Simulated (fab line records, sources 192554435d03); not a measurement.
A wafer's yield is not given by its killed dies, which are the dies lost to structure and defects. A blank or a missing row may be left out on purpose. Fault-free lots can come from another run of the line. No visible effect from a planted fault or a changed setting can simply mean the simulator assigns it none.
fab line records    flow n5_finfet    part 2 of 2: steps 24 to 30 of 30
record lots=5  wafers=15  last_day=17
route steps=1938 shown BEOL_M6@1253 BEOL_M7@1263
lots with no fault: from the same line, run without faults
start_h: the number of hours between the record's first day and the start of the first shown wafer of the lot    wait_h: time in hours since the lot's previous step    " repeats the value in the row above    L1.1+2: one row covering several wafers at once    - no value present, or no start provided    * or withheld: withheld    < > ~ a bound
route shown NAME@n: a module of which the file shows steps, and the number in the route of the first    usual: mean/standard deviation taken from wafers without a fault    same: alike in all rows    chamber/n: place in a boat    sites: each site's reading    _std_site: standard deviation across them    _edge_site: inner sites' mean taken away from outer sites' mean    radius_mm: how far each site lies from the wafer's centre    mask NAME#n: copy n    behind: tool/chamber where the wafer was last shaped    hold: reason for holding the lot/hours on hold/outcome of the hold    device: which transistor (n, p or np) failed to switch    end of line: at the end of the route, the tests of the same wafers    step lacking rows: just its recipe    killed: dies lost to structure and defects at the first sort, not the wafer's yield    map: shows each die of a wafer: x if killed, . if not, _ if none is there
set.NAME: setting as actually run; set.NAME@STEP: the setting as run at that earlier step    model.NAME: the simulator's own value behind a step, which no gauge read
certain route steps with their lots: each step a table, each wafer a row
services: from which hour (start_h, from the record's first day; less than 0 if before it) a tool's chamber was out of use, for how many hours, and why
## steps
# step N5_BEOL_M7_CD_MEAS_11
# recipe target_cd_nm=38.5  landing_energy_ev=500  detector=se_inlens  polarity=opening
# usual cd_nm=38.4/0.52
lot.wafer  tool       chamber  start_h  wait_h  cd_nm
L074.2     cd_sem-03  0        183.53   -       37.3
L074.4     "          0        "        "       37.5
L074.5     "          0        "        "       37.7
L082.3     cd_sem-01  0        228.19   -       39.0
L082.4     "          0        "        "       38.6
L082.6     "          0        "        "       38.5
L084.4     cd_sem-02  0        242.07   -       38.4
L084.5     "          0        "        "       39.3
L084.6     "          0        "        "       37.9
L093.1     cd_sem-02  0        297.36   -       38.2
L093.3     "          0        "        "       38.2
L093.4     "          0        "        "       38.0
L097.3     cd_sem-03  0        332.53   -       38.3
L097.4     "          0        "        "       38.2
L097.6     "          0        "        "       38.6
# step N5_BEOL_M7_OVL_MEAS_12
# recipe points_per_wafer=44
# usual M7_OVL=0.4/0.61
lot.wafer  tool        chamber  start_h  wait_h  M7_OVL[nm]
L074.2     overlay-02  0        183.56   0.0     0.7
L074.4     "           0        "        "       0.5
L074.5     "           0        "        "       0.4
L082.3     overlay-02  0        228.22   0.0     0.8
L082.4     "           0        "        "       0.7
L082.6     "           0        "        "       0.0
L084.4     overlay-01  0        242.10   0.0     1.5
L084.5     "           0        "        "       0.5
L084.6     "           0        "        "       1.0
L093.1     overlay-01  0        297.40   0.0     0.0
L093.3     "           0        "        "       0.3
L093.4     "           0        "        "       1.0
L097.3     overlay-02  0        332.56   0.0     0.9
L097.4     "           0        "        "       -0.1
L097.6     "           0        "        "       0.5
# step N5_BEOL_M7_INSPECT_13
# recipe mode=adi  inspect_instrument=brightfield
# usual raw_defect_count=388/96
lot.wafer  tool               chamber  start_h  wait_h  raw_defect_count
L074.2     defect_inspect-01  -        183.58   0.0     378
L074.4     "                  -        "        "       380
L074.5     "                  -        "        "       371
L082.3     defect_inspect-01  -        228.24   0.0     307
L082.4     "                  -        "        "       268
L082.6     "                  -        "        "       341
L084.4     defect_inspect-02  -        242.13   0.0     271
L084.5     "                  -        "        "       361
L084.6     "                  -        "        "       258
L093.1     defect_inspect-01  -        297.42   0.0     320
L093.3     "                  -        "        "       398
L093.4     "                  -        "        "       429
L097.3     defect_inspect-01  -        332.58   0.0     339
L097.4     "                  -        "        "       298
L097.6     "                  -        "        "       526
# step N5_BEOL_M7_DESCUM_16
# recipe chemistry=O2  time_s=7.9  source_power_w=50  bias_power_w=20  pressure_mtorr=20  rf_frequency_hz=2.712e+07  temp_c=40  resist=CAR-ArF  o2_flow_sccm=225
# usual drypump_motor_current_A=5.4/0.47  oes_product_au=0.81/0.097  rf_vpp_V=243.5/1.3  showerhead_plenum_p_Torr=2.11/0.067  throttle_valve_pct=20.30/0.29
lot.wafer  tool         chamber  start_h  wait_h  drypump_motor_current_A  oes_product_au  rf_hours_counter_h  rf_vpp_V  showerhead_plenum_p_Torr  throttle_valve_pct
L074.2     rie_diel-04  2        183.61   0.0     4.7                      0.91            24                  244.0     2.21                      20.14
L074.4     "            2        "        "       4.7                      0.90            -                   246.0     2.21                      20.15
L074.5     "            0        "        "       5.4                      0.93            -                   242.1     2.06                      20.24
L082.3     rie_diel-01  3        228.27   0.0     5.7                      0.69            208                 243.9     2.15                      20.34
L082.4     "            1        "        "       6.0                      0.95            15                  242.6     2.05                      19.87
L082.6     "            2        "        "       5.4                      0.70            -                   242.8     2.08                      20.57
L084.4     rie_diel-01  0        242.40   0.3     5.4                      0.82            97                  245.5     2.21                      20.47
L084.5     "            3        "        "       5.7                      0.69            -                   244.0     2.15                      20.34
L084.6     "            0        "        "       5.3                      0.80            -                   244.4     2.21                      20.47
L093.1     rie_diel-02  1        297.45   0.0     5.6                      0.72            193                 245.5     2.16                      20.60
L093.3     "            0        "        "       6.6                      0.90            26                  243.0     2.12                      19.78
L093.4     "            3        "        "       4.9                      0.82            80                  241.7     2.02                      20.44
L097.3     rie_diel-01  1        332.62   0.0     6.0                      0.89            46                  243.5     2.04                      19.91
L097.4     "            2        "        "       5.4                      0.68            225                 241.6     2.07                      20.63
L097.6     "            1        "        "       6.0                      0.89            -                   242.7     2.04                      19.91
# step N5_BEOL_M7_ETCH_61
# recipe chemistry=CF4  target=SiARC  target_depth_a=455  mask_material=CAR-ArF  time_s=75.8  ion_energy_ev=80  pressure_mtorr=40  source_w=545  bias_w=36  Ar_flow_sccm=100  cf4_flow_sccm=100  ends=cleared
# usual drypump_motor_current_A=5.5/0.48  etch_rf_on_time_s=74.9/1.8  mfc_ar_sccm=100.0/0.31  oes_product_au=0.69/0.085  rf_vpp_V=184.3/1.1  showerhead_plenum_p_Torr=2.16/0.07  throttle_valve_pct=15.53/0.3
lot.wafer  tool         chamber  start_h  wait_h  drypump_motor_current_A  etch_rf_on_time_s  mfc_ar_sccm  oes_product_au  rf_hours_counter_h  rf_vpp_V  showerhead_plenum_p_Torr  throttle_valve_pct
L074.2     rie_diel-04  2        183.65   0.0     4.7                      73.4               99.9         0.78            24                  184.7     2.29                      15.44
L074.4     "            2        "        "       4.7                      73.6               99.7         0.78            -                   185.5     2.29                      15.45
L074.5     "            0        "        "       5.4                      75.0               99.9         0.81            -                   183.4     2.10                      15.35
L082.3     rie_diel-01  3        228.31   0.0     5.7                      73.9               100.4        0.60            208                 184.5     2.22                      15.71
L082.4     "            1        "        "       6.0                      72.3               99.7         0.83            15                  184.2     2.10                      15.06
L082.6     "            2        "        "       5.4                      77.6               99.7         0.60            -                   184.1     2.12                      15.78
L084.4     rie_diel-01  0        242.44   0.0     5.3                      73.0               100.1        0.70            97                  185.2     2.24                      15.55
L084.5     "            3        "        "       5.7                      73.6               99.5         0.60            -                   183.5     2.21                      15.70
L084.6     "            0        "        "       5.3                      72.9               100.2        0.70            -                   186.0     2.24                      15.55
L093.1     rie_diel-02  1        297.49   0.0     5.6                      75.3               99.9         0.61            193                 186.3     2.23                      15.90
L093.3     "            0        "        "       6.5                      75.1               100.4        0.76            26                  184.6     2.18                      15.01
L093.4     "            3        "        "       4.9                      75.7               100.0        0.70            80                  184.8     2.09                      15.72
L097.3     rie_diel-01  1        332.65   0.0     6.0                      72.0               99.9         0.78            46                  184.7     2.09                      15.11
L097.4     "            2        "        "       5.4                      77.3               100.0        0.58            225                 185.1     2.11                      15.86
L097.6     "            1        "        "       6.0                      71.9               99.8         0.77            -                   183.5     2.09                      15.09
# step N5_BEOL_M7_ETCH_62
# recipe chemistry=N2/H2  target=SOC  target_depth_a=1100  overetch_a=220  mask_material=SiARC  temp_c=40  time_s=165  ion_energy_ev=200  pressure_mtorr=30  source_w=840  bias_w=150  n2_flow_sccm=200  h2_flow_sccm=200
# usual drypump_motor_current_A=5.5/0.48  oes_product_au=0.68/0.078  rf_vpp_V=524.5/2.5  showerhead_plenum_p_Torr=2.57/0.087  throttle_valve_pct=17.73/0.26
lot.wafer  tool         chamber  start_h  wait_h  drypump_motor_current_A  oes_product_au  rf_hours_counter_h  rf_vpp_V  showerhead_plenum_p_Torr  throttle_valve_pct
L074.2     rie_diel-04  2        183.70   0.0     4.7                      0.76            24                  528.3     2.72                      17.69
L074.4     "            2        "        "       4.7                      0.76            -                   529.5     2.72                      17.68
L074.5     "            0        "        "       5.4                      0.79            -                   521.8     2.49                      17.56
L082.3     rie_diel-01  3        228.36   0.0     5.7                      0.58            208                 525.2     2.61                      17.69
L082.4     "            1        "        "       6.0                      0.80            15                  522.0     2.47                      17.12
L082.6     "            2        "        "       5.4                      0.61            -                   523.1     2.55                      18.16
L084.4     rie_diel-01  0        242.49   0.0     5.3                      0.68            97                  528.5     2.68                      17.81
L084.5     "            3        "        "       5.7                      0.58            -                   525.9     2.61                      17.70
L084.6     "            0        "        "       5.3                      0.68            -                   527.5     2.67                      17.80
L093.1     rie_diel-02  1        297.54   0.0     5.6                      0.61            193                 525.0     2.61                      17.83
L093.3     "            0        "        "       6.5                      0.75            26                  525.4     2.60                      17.38
L093.4     "            3        "        "       4.9                      0.69            80                  520.7     2.47                      17.99
L097.3     rie_diel-01  1        332.71   0.0     6.0                      0.75            46                  521.5     2.46                      17.19
L097.4     "            2        "        "       5.4                      0.59            225                 522.6     2.53                      18.19
L097.6     "            1        "        "       5.9                      0.75            -                   523.1     2.46                      17.17
# step N5_BEOL_M7_STRIP_68
# recipe chemistry=N2/H2  temp_c=40  n2_flow_sccm=200  h2_flow_sccm=200  rf_frequency_hz=6e+07
lot.wafer   tool         chamber  start_h  wait_h
L074.2+4+5  rie_diel-04  2,2,0    183.84   0.1
L082.3+4+6  rie_diel-01  3,1,2    228.50   0.1
L084.4+5+6  rie_diel-01  0,3,0    242.63   0.1
L093.1+3+4  rie_diel-02  1,0,3    297.68   0.1
L097.3+4+6  rie_diel-01  1,2,1    332.84   0.1
## services
tool             chamber  start_h  hours  kind
arfi_scanner-03  -        158.81   0.4    repair
pecvd-04         -        164.08   1.0    repair
cvd_co-01        -        164.81   14.6   pm
ecd_cu-02        -        166.97   1.8    repair
pecvd-01         1        167.18   4.5    repair
arfi_scanner-03  -        184.30   4.9    pm
rie_diel-01      1        187.31   5.4    repair
cmp-03           -        203.49   4.3    repair
uv_cure-03       -        209.53   7.5    pm
cvd_co-01        -        212.47   5.0    repair
pecvd-01         -        219.34   6.0    pm
arfi_scanner-03  -        220.97   1.0    pm
rie_diel-02      0        227.10   2.8    repair
uv_cure-03       -        233.15   0.6    repair
cmp-03           -        234.33   1.3    repair
pecvd-01         2        234.42   2.5    repair
arfi_scanner-03  -        252.50   1.3    pm
rie_diel-02      1        264.14   12.0   repair
pecvd-03         2        270.65   2.1    repair
pvd_sputter-01   -        290.79   0.8    repair
pvd_sputter-01   -        294.87   7.9    repair
pecvd-03         0        303.45   5.0    repair
pecvd-02         -        303.54   3.5    repair
pecvd-01         0        316.01   5.0    repair
